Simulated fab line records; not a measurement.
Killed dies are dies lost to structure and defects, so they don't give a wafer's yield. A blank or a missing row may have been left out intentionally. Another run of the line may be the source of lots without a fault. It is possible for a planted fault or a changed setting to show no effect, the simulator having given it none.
fab line records    flow n5Finfet
record lots=11  wafers=33  lastDay=17
route steps=1938 shown BEOL_M10@1509 PASSIVATION@1936
lots that met no fault: from a run of the same line without faults
startH: hours from the record's opening day to when the first of the lot's shown wafers began    waitH: hours elapsed since this lot's preceding step    " the same as in the row above    L1.1+2: a single row standing in for several wafers    - either no value or no given start    * or withheld: withheld    < > ~ a bound
route shown NAME@n: names a module that has steps shown in the file, with the first one's number in the route    usual: average and standard deviation across the fault-free wafers    same: alike in all rows    chamber/n: place in a boat    sites: the reading at each site    _std_site: standard deviation across them    _edge_site: inner sites' mean taken away from outer sites' mean    radiusMm: for every site, how far away it sits from the centre of the wafer    mask NAME#n: copy n    behind: the last tool/chamber to shape the wafer    hold: reason for holding the lot/hours on hold/outcome of the hold    device: whichever transistor did not switch (one of n, p or np)    end of line: at the end of the route, the tests of the same wafers    a step given without rows: its recipe and nothing more    killed: at the first sort, the dies lost to defects and structure; wafer yield is something else    map: shows each die of a wafer: x if killed, . if not, _ if none is there
set.NAME: the run value of the setting; set.NAME@STEP: its run value at that earlier step    model.NAME: the simulator's own value behind a step, which no gauge read
route steps across a sampled set of lots; one table per step, one row per wafer
services: from which hour (startH, from the record's first day; less than 0 if before it) a tool's chamber was out of use, for how many hours, and why
## steps
# step N5_BEOL_M10_VIA_ETCH_34
# recipe chemistry=C4F6/O2  target=SiCOH_lowk  targetDepthA=1845  maskMaterial=SOC  taperDeg=4  timeS=69.2  ionEnergyEv=250  pressureMtorr=30  sourceW=345  biasW=185  Ar_flow_sccm=300  C4F6_flow_sccm=10  O2_flow_sccm=10
# usual chamberPressureMTorr=30.001/0.025  drypumpMotorCurrentA=5.9/0.37  mfcArSccm=300.0/0.94  oesProductAu=0.82/0.084  rfVppV=666/12  showerheadPlenumPTorr=2.86/0.064  throttleValvePct=20.93/0.25
lot.wafer  tool        chamber  startH  waitH  chamberPressureMTorr  drypumpMotorCurrentA  mfcArSccm  oesProductAu  rfHoursCounterH  rfVppV  showerheadPlenumPTorr  throttleValvePct
L233.1     rieDiel-04  3        213.98  0.0    30.030                5.2                   299.0      0.70          245              668     2.80                   21.34
L233.2     "           0        "       "      30.017                5.9                   301.0      0.90          31               654     2.89                   20.36
L233.3     "           1        "       "      29.990                6.6                   299.5      0.81          74               656     2.77                   20.86
L234.2     rieDiel-01  3        217.73  0.0    30.037                5.6                   299.7      0.79          140              677     2.87                   21.34
L234.3     "           1        "       "      29.982                5.8                   300.1      0.92          28               669     2.91                   20.81
L234.6     "           0        "       "      30.000                5.9                   300.4      0.69          -                660     2.69                   21.21
L236.1     rieDiel-01  3        229.43  0.0    30.008                5.6                   299.0      0.79          144              678     2.87                   21.35
L236.2     "           1        "       "      29.984                5.8                   298.7      0.92          33               669     2.90                   20.83
L236.5     "           2        "       "      29.968                6.5                   300.6      0.92          -                686     2.91                   20.65
L237.2     rieDiel-02  1        235.13  0.0    30.027                6.3                   300.8      0.85          55               657     2.90                   21.05
L237.4     "           0        "       "      30.021                5.9                   300.1      0.73          -                660     2.82                   21.05
L237.6     "           1        "       "      30.013                6.3                   301.9      0.84          -                657     2.90                   21.07
L238.1     rieDiel-04  1        243.73  0.0    30.000                6.6                   301.4      0.80          87               652     2.76                   20.87
L238.2     "           2        "       "      29.963                5.4                   298.4      0.98          5                661     2.92                   20.91
L238.4     "           1        "       "      30.001                6.6                   301.1      0.80          -                654     2.76                   20.87
L239.2     rieDiel-02  1        244.27  0.0    29.985                6.3                   299.2      0.83          60               656     2.90                   21.07
L239.3     "           0        "       "      30.013                5.9                   299.9      0.74          187              660     2.82                   21.07
L239.6     "           3        "       "      30.017                5.6                   301.4      0.69          -                681     2.92                   21.03
L246.4     rieDiel-04  0        293.45  0.0    29.999                5.9                   300.2      0.84          64               653     2.88                   20.40
L246.5     "           2        "       "      29.933                5.4                   300.3      0.92          -                661     2.91                   20.93
L246.6     "           1        "       "      29.987                6.6                   300.0      0.78          -                655     2.75                   20.90
L250.1     rieDiel-01  2        321.73  0.0    30.027                6.5                   298.4      0.84          58               685     2.89                   20.72
L250.4     "           0        "       "      30.046                5.9                   300.2      0.96          3                670     3.01                   20.90
L250.5     "           2        "       "      30.005                6.5                   297.8      0.85          -                686     2.89                   20.73
L251.1     rieDiel-01  2        327.20  0.0    30.002                6.5                   298.6      0.85          59               685     2.89                   20.73
L251.2     "           1        "       "      29.975                5.8                   301.4      0.85          72               669     2.89                   20.88
L251.4     "           3        "       "      30.020                5.6                   301.9      0.75          179              678     2.85                   21.40
L252.1     rieDiel-04  0        327.97  0.0    29.973                5.9                   300.8      0.82          77               652     2.87                   20.42
L252.3     "           3        "       "      29.992                5.2                   300.9      0.88          29               668     2.78                   21.09
L252.4     "           2        "       "      30.010                5.4                   300.5      0.90          31               662     2.91                   20.95
L256.3     rieDiel-01  3        351.22  0.0    29.982                5.6                   299.7      0.75          187              679     2.85                   21.42
L256.4     "           2        "       "      30.008                6.5                   299.4      0.83          67               683     2.89                   20.74
L256.6     "           1        "       "      30.005                5.8                   299.4      0.84          -                669     2.88                   20.92
# step N5_BEOL_M10_CVD_75
# recipe material=Co  targetThkA=20  tempC=withheld  precursor=CCTBA/H2  pressureTorr=30  timeS=138.9
# usual runLengthS=162.1/0.63
lot.wafer  tool      chamber  startH  waitH  runLengthS  sinceWetCleanH
L233.1     cvdCo-01  2        215.50  0.1    161.9       298
L233.2     "         0        "       "      162.6       757
L233.3     "         1        "       "      162.5       1194
L234.2     cvdCo-02  2        219.47  0.1    162.2       520
L234.3     "         0        "       "      161.4       979
L234.6     "         2        "       "      162.3       -
L236.1     cvdCo-02  2        233.27  0.1    162.5       534
L236.2     "         1        "       "      161.8       97
L236.5     "         2        "       "      162.2       -
L237.2     cvdCo-02  1        238.12  0.0    162.2       101
L237.4     "         1        "       "      162.2       -
L237.6     "         0        "       "      161.0       -
L238.1     cvdCo-01  2        245.66  0.3    161.8       328
L238.2     "         1        "       "      162.3       1224
L238.4     "         0        "       "      163.3       -
L239.2     cvdCo-01  1        247.25  0.0    163.1       1226
L239.3     "         0        "       "      163.1       789
L239.6     "         1        "       "      162.3       -
L246.4     cvdCo-01  2        295.16  0.1    162.0       -
L246.5     "         1        "       "      162.3       -
L246.6     "         0        "       "      163.0       -
L250.1     cvdCo-01  2        323.41  0.0    161.5       405
L250.4     "         0        "       "      228.9       -
L250.5     "         2        "       "      161.7       -
L251.1     cvdCo-01  2        328.73  0.1    161.5       411
L251.2     "         0        "       "      229.1       870
L251.4     "         1        "       "      229.2       -
L252.1     cvdCo-01  0        330.55  0.3    162.6       872
L252.3     "         2        "       "      161.6       413
L252.4     "         0        "       "      229.1       -
L256.3     cvdCo-02  0        353.06  0.1    161.2       -
L256.4     "         2        "       "      162.5       -
L256.6     "         2        "       "      162.4       -
# step N5_BEOL_M10_SPUTTER_48
# recipe material=Cu  targetThkA=120  tempC=-20  biasV=60  powerW=26000  chamberPressurePa=0.13  timeS=2
# usual biasV=60.0/0.64  cathodeDcPowerW=26000/4.2  chuckGasFlowSccm=1.26/0.05  susceptorTempC=-20.02/0.11  throttleValvePct=29.9/0.89
lot.wafer  tool           chamber  startH  waitH  biasV  cathodeDcPowerW  chuckGasFlowSccm  susceptorTempC  throttleValvePct
L233.1     pvdSputter-02  -        215.63  0.1    60.9   26002            1.20              -19.94          30.1
L233.2     "              -        "       "      60.1   26002            1.24              -20.04          28.8
L233.3     "              -        "       "      60.5   26005            1.24              -20.02          31.4
L234.2     pvdSputter-02  -        219.77  0.3    59.8   26008            1.21              -20.01          28.9
L234.3     "              -        "       "      60.9   26001            1.26              -20.09          30.3
L234.6     "              -        "       "      59.7   25997            1.23              -20.27          31.1
L236.1     pvdSputter-03  -        233.43  0.1    58.9   25998            1.31              -19.98          30.6
L236.2     "              -        "       "      58.7   25994            1.35              -19.98          30.0
L236.5     "              -        "       "      59.9   25996            1.17              -20.14          30.2
L237.2     pvdSputter-03  -        238.27  0.1    60.0   26009            1.26              -20.00          29.5
L237.4     "              -        "       "      59.6   25994            1.24              -19.87          30.9
L237.6     "              -        "       "      60.5   26005            1.18              -20.11          29.1
L238.1     pvdSputter-03  -        246.55  0.8    58.8   26006            1.17              -20.05          30.1
L238.2     "              -        "       "      61.5   26003            1.24              -20.00          30.9
L238.4     "              -        "       "      60.2   25997            1.26              -20.01          30.4
L239.2     pvdSputter-01  -        247.58  0.3    59.9   26000            1.30              -19.92          29.9
L239.3     "              -        "       "      60.6   26001            1.23              -20.05          30.4
L239.6     "              -        "       "      59.5   26002            1.36              -20.15          27.8
L246.4     pvdSputter-03  -        295.27  0.1    58.6   25999            1.28              -19.96          29.2
L246.5     "              -        "       "      60.5   25992            1.26              -19.99          30.7
L246.6     "              -        "       "      59.8   25998            1.28              -19.93          30.2
L250.1     pvdSputter-03  -        323.61  0.2    60.0   25993            1.24              -19.89          29.2
L250.4     "              -        "       "      59.6   25996            1.31              -20.03          29.9
L250.5     "              -        "       "      59.6   26005            1.32              -20.22          30.2
L251.1     pvdSputter-03  -        328.85  0.1    59.8   25995            1.25              -19.84          30.8
L251.2     "              -        "       "      59.2   26005            1.21              -20.12          30.4
L251.4     "              -        "       "      60.7   26000            1.23              -20.05          29.8
L252.1     pvdSputter-01  -        330.77  0.2    60.3   26005            1.27              -19.99          27.9
L252.3     "              -        "       "      59.8   26005            1.25              -20.02          29.7
L252.4     "              -        "       "      59.7   26002            1.32              -19.96          28.0
L256.3     pvdSputter-02  -        353.20  0.1    59.3   25999            1.29              -20.03          31.2
L256.4     "              -        "       "      60.1   26006            1.41              -19.97          28.9
L256.6     "              -        "       "      59.7   26003            1.25              -19.96          30.2
# step N5_BEOL_M10_RS_MEAS_57
# recipe thkMeasGauge=four-point-probe  reads=Cu_of_BEOL_M10_ECD_50+Co_of_BEOL_M10_CVD_75+TaN_of_BEOL_M10_ALD_74
# usual M10_RS=0.150/0.0031
lot.wafer  tool          chamber  startH  waitH  M10_RS[ohm/sq]
L233.1     filmMetro-02  -        216.60  0.1    0.154
L233.2     "             -        "       "      0.149
L233.3     "             -        "       "      0.155
L234.2     filmMetro-02  -        221.22  0.1    0.148
L234.3     "             -        "       "      0.148
L234.6     "             -        "       "      0.158
L236.1     filmMetro-02  -        234.40  0.1    0.143
L236.2     "             -        "       "      0.147
L236.5     "             -        "       "      0.148
L237.2     filmMetro-02  -        239.32  0.1    0.149
L237.4     "             -        "       "      0.150
L237.6     "             -        "       "      0.149
L238.1     filmMetro-02  -        247.51  0.1    0.154
L238.2     "             -        "       "      0.149
L238.4     "             -        "       "      0.153
L239.2     filmMetro-02  -        248.73  0.1    0.149
L239.3     "             -        "       "      0.151
L239.6     "             -        "       "      0.154
L246.4     filmMetro-01  -        296.23  0.0    0.147
L246.5     "             -        "       "      0.149
L246.6     "             -        "       "      0.155
L250.1     filmMetro-02  -        324.63  0.1    0.154
L250.4     "             -        "       "      0.152
L250.5     "             -        "       "      0.153
L251.1     filmMetro-02  -        329.95  0.1    0.149
L251.2     "             -        "       "      0.145
L251.4     "             -        "       "      0.148
L252.1     filmMetro-02  -        331.91  0.1    0.148
L252.3     "             -        "       "      0.146
L252.4     "             -        "       "      0.149
L256.3     filmMetro-01  -        354.16  0.1    0.149
L256.4     "             -        "       "      0.152
L256.6     "             -        "       "      0.149
# step N5_PASSIVATION_PROBE_49
# usual defectLimitedYield=91.1/1.4  killed_at_M0_to_M3=33/9.1  killed_at_M4_up=14/5.6  killedAtContacts=13/5.7  killedAtFrontEnd=42/12  killedAtOther=4/3  killedDies=105/16  killedOpen=69/11  killedShort=34/7.5  sort_bin_4_leakage=0.00/0.0072  sort_bin_5_function=5.2/0.91  sort_bin_6_memory=3.3/0.64  sort_bin_8_speed=0.0/0.37  sortNPass=1075/16  sortYieldPct=91.1/1.4
# same grossDies=1180  killedAtBackSide=0
lot.wafer  tool       chamber  startH  waitH  defectLimitedYield[%]  killed_at_M0_to_M3  killed_at_M4_up  killedAtContacts  killedAtFrontEnd  killedAtOther  killedDies  killedOpen  killedShort  sort_bin_4_leakage[%]  sort_bin_5_function[%]  sort_bin_6_memory[%]  sort_bin_8_speed[%]  sortNPass  sortYieldPct[%]
L236.1     prober-01  -        274.06  0.0    88.2                   60                  13               15                51                0              139         90          48           0                      7.0                     4.5                   0                    1041       88.2
L236.2     prober-01  -        274.11  0.1    90.8                   50                  12               5                 40                1              108         67          40           0                      5.4                     3.2                   0                    1072       90.8
L236.5     prober-01  -        274.26  0.2    90.3                   46                  10               16                39                4              115         71          39           0                      5.2                     4.2                   0                    1065       90.3
L250.1     prober-01  -        368.26  0.0    95.0                   27                  9                1                 18                4              59          31          27           0                      3.5                     1.4                   0                    1121       95.0
L250.4     prober-01  -        368.41  0.2    89.1                   37                  19               11                51                11             129         88          24           0                      5.7                     3.6                   0                    1051       89.1
L250.5     prober-01  -        368.46  0.2    92.4                   21                  17               14                36                2              90          54          25           0                      4.2                     2.3                   0                    1090       92.4
L251.1     prober-01  -        378.24  0.0    90.8                   33                  18               3                 46                8              108         72          36           0                      4.7                     4.1                   0                    1072       90.8
L256.3     prober-01  -        410.74  0.1    89.2                   23                  13               17                65                10             128         79          42           0                      6.4                     3.9                   0                    1052       89.2
L256.4     prober-01  -        410.79  0.2    90.7                   31                  8                17                48                6              110         67          39           0                      5.1                     3.6                   0                    1070       90.7
L256.6     prober-01  -        410.89  0.3    91.0                   31                  9                12                50                4              106         65          37           0                      4.9                     3.8                   0                    1074       91.0
# killed by level:class
L236.1 FIN_SAQP:geometricParticle:short=16 BEOL_M3:geometricParticle:open=15 BEOL_M1:geometricParticle:open=13 BEOL_M0_SAQP:geometricParticle:open=11 FIN_SAQP:geometricParticle:open=10 MOL_CONTACT_COAG:geometricParticle:open=9 BEOL_M2:geometricParticle:open=7 MOL_CONTACT_COAG:geometricParticle:short=5
L236.2 BEOL_M1:geometricParticle:open=17 FIN_SAQP:geometricParticle:short=12 BEOL_M3:geometricParticle:open=8 BEOL_M4:geometricParticle:open=8 FIN_SAQP:geometricParticle:open=6 GATE_CUT:geometricParticle:short=6 MOL_CONTACT_COAG:geometricParticle:open=5 BEOL_M1:geometricParticle:short=5
L236.5 BEOL_M1:geometricParticle:open=14 STI_FIN_REVEAL:geometricParticle:open=11 MOL_CONTACT_COAG:geometricParticle:open=11 BEOL_M0_SAQP:geometricParticle:short=8 BEOL_M0_SAQP:geometricParticle:open=6 BEOL_M1:geometricParticle:short=6 BEOL_M4:geometricParticle:open=5 GATE_CUT:geometricParticle:short=5
L250.1 BEOL_M0_SAQP:geometricParticle:short=7 BEOL_M3:geometricParticle:open=7 FIN_SAQP:geometricParticle:short=6 BEOL_M1:geometricParticle:open=4 FIN_SAQP:geometricParticle:open=2 ILD0:geometricParticle:open=2 GATE_CUT:geometricParticle:open=2 BEOL_M1:geometricParticle:short=2
L250.4 STI_FIN_REVEAL:geometricParticle:open=17 HKMG_FIN:areaEtch=17 MOL_CONTACT_COAG:geometricParticle:open=10 BEOL_M0_SAQP:geometricParticle:open=8 BEOL_M1:geometricParticle:open=8 BEOL_M4:geometricParticle:open=8 BEOL_M5:geometricParticle:open=7 BEOL_M3:geometricParticle:open=6
L250.5 MOL_CONTACT_COAG:geometricParticle:open=11 HKMG_FIN:areaEtch=11 BEOL_M4:geometricParticle:open=7 BEOL_M0_SAQP:geometricParticle:open=5 GATE_CUT:geometricParticle:short=4 BEOL_M2:geometricParticle:open=4 STARTING-WAFER:geometricParticle:short=4 FIN_SAQP:geometricParticle:open=3
L251.1 STI_FIN_REVEAL:geometricParticle:open=12 BEOL_M0_SAQP:geometricParticle:short=12 BEOL_M0_SAQP:geometricParticle:open=11 BEOL_M4:geometricParticle:open=10 FIN_SAQP:geometricParticle:short=9 FIN_SAQP:geometricParticle:open=6 BEOL_M3:geometricParticle:open=5 PASS1_CAP:geometricParticle:open=4
L256.3 STI_FIN_REVEAL:geometricParticle:open=17 FIN_SAQP:geometricParticle:short=16 FIN_SAQP:geometricParticle:open=13 MOL_CONTACT_COAG:geometricParticle:open=13 BEOL_M4:geometricParticle:open=7 MIM_TOP:geometricParticle:open=5 STI_FIN_REVEAL:geometricParticle:short=4 BEOL_M3:geometricParticle:open=4
L256.4 MOL_CONTACT_COAG:geometricParticle:open=12 FIN_SAQP:geometricParticle:open=10 FIN_SAQP:geometricParticle:short=9 STI_FIN_REVEAL:geometricParticle:open=9 BEOL_M0_SAQP:geometricParticle:open=6 BEOL_M2:geometricParticle:short=5 ILD0:geometricParticle:short=5 BEOL_M1:geometricParticle:open=5
L256.6 FIN_SAQP:geometricParticle:open=14 FIN_SAQP:geometricParticle:short=12 MOL_CONTACT_COAG:geometricParticle:open=10 BEOL_M1:geometricParticle:open=8 BEOL_M2:geometricParticle:open=6 STI_FIN_REVEAL:geometricParticle:open=5 STI_FIN_REVEAL:geometricParticle:short=4 BEOL_M4:geometricParticle:open=4
## services
tool        chamber  startH  hours  kind
rieDiel-04  2        220.67  -      clean
rieDiel-04  2        220.67  -      consumableReplace:focusRing
rieDiel-04  2        220.67  14.0   scheduledDown
rieDiel-04  2        220.67  14.0   ventCycle
rieDiel-02  2        231.84  21.6   repair
rieDiel-04  3        234.81  -      clean
rieDiel-04  3        234.81  -      consumableReplace:focusRing
rieDiel-04  3        234.81  14.7   scheduledDown
rieDiel-04  3        234.81  14.7   ventCycle
rieDiel-02  3        264.19  -      clean
rieDiel-02  3        264.19  -      consumableReplace:focusRing
rieDiel-04  2        265.77  9.3    repair
cvdCo-01    -        284.64  1.2    repair
rieDiel-01  0        286.63  -      clean
rieDiel-01  0        286.63  -      consumableReplace:focusRing
rieDiel-01  0        286.63  -      consumableReplace:showerhead
rieDiel-01  0        286.63  28.2   scheduledDown
rieDiel-01  0        286.63  28.2   ventCycle
cvdCo-02    -        300.71  1.5    repair
cvdCo-01    1        330.95  3.8    repair
cvdCo-02    1        331.18  23.5   repair
cvdCo-01    1        334.77  -      clean
cvdCo-01    1        334.77  22.0   scheduledDown
cvdCo-01    1        334.77  22.0   ventCycle
## key
firstSign step=N5_BEOL_M10_CVD_75  reading=runLengthS  direction=up  sigmas=99+  usual=*  struck=*
effect none on later readings
metAt N5_BEOL_M10_CVD_75
struckLots L250,L251,L252
struckWafers L250.4,L251.2,L251.4,L252.4
baselineLoss step=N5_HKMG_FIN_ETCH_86  wafers=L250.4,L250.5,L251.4
notActingAt N5_BEOL_M10_VIA_ETCH_34,N5_BEOL_M10_SPUTTER_48,N5_BEOL_M10_RS_MEAS_57
onsetBetween 295.16 323.41
fault kind=processParameterDrift  tool=cvdCo-01  chamber=-  onsetH=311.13  steps=N5_BEOL_M10_CVD_75  channel=timeS  offset=*  shape=step  endH=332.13  scope=struckWafersOnly  actsIn=*  stated=*
# baselineLoss: these wafers lose ten dies or more at that step, a loss of the line's own and not of a fault; the sort's usual values leave them out
